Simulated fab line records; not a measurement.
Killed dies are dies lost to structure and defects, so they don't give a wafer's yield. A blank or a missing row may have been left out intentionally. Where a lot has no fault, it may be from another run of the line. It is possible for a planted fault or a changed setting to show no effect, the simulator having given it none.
Matching of chambers	flow nand-harc	3 sister chambers for NHARC_THIN_TSV_DEP_47 on pecvd-01
The step deposits SiO2, target thk 200 nm. 3 wafers are shown with their chamber, then 8 later ones without.

== WAFERS, EACH WITH ITS CHAMBER ==
wafer	chamber	throttle-valve-pct (%)
L271.2	1	15.5
L271.6	0	14.4
L277.1	2	15.0

== WAFERS MISSING THEIR CHAMBER ==
wafer	throttle-valve-pct (%)
L277.2	14.7
L277.5	15.8
L279.2	14.4
L279.5	15.2
L279.6	14.6
L276.1	14.8
L276.2	14.6
L276.5	14.3

== CHAMBER TAKEN BY EACH ==
wafer	from the rows above	in truth
L277.2	can't be placed: 0 or 2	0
L277.5	1	1
L279.2	0	0
L279.5	can't be placed: 2 or 1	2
L279.6	can't be placed: 0 or 2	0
L276.1	can't be placed: 2 or 0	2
L276.2	can't be placed: 0 or 2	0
L276.5	0	0
3 of 8 placed correctly. Not placeable from these rows: 5 (in 5, the candidates include the true chamber). Number placed wrongly: 0.
How it was worked out, from the rows above alone: a wafer's distance from a chamber is the root of the sum, over the readings, of the square of ((its reading less the chamber's mean) divided by the reading's scatter). The wafer belongs to the nearest chamber; if the next one is less than 2 further off, it can't be placed. For every chamber, the mean is computed from those of its wafers that are shown. The scatter (one wafer shown for each chamber): square how far every hidden wafer sits from the nearest shown wafer, average those squares and take the square root.
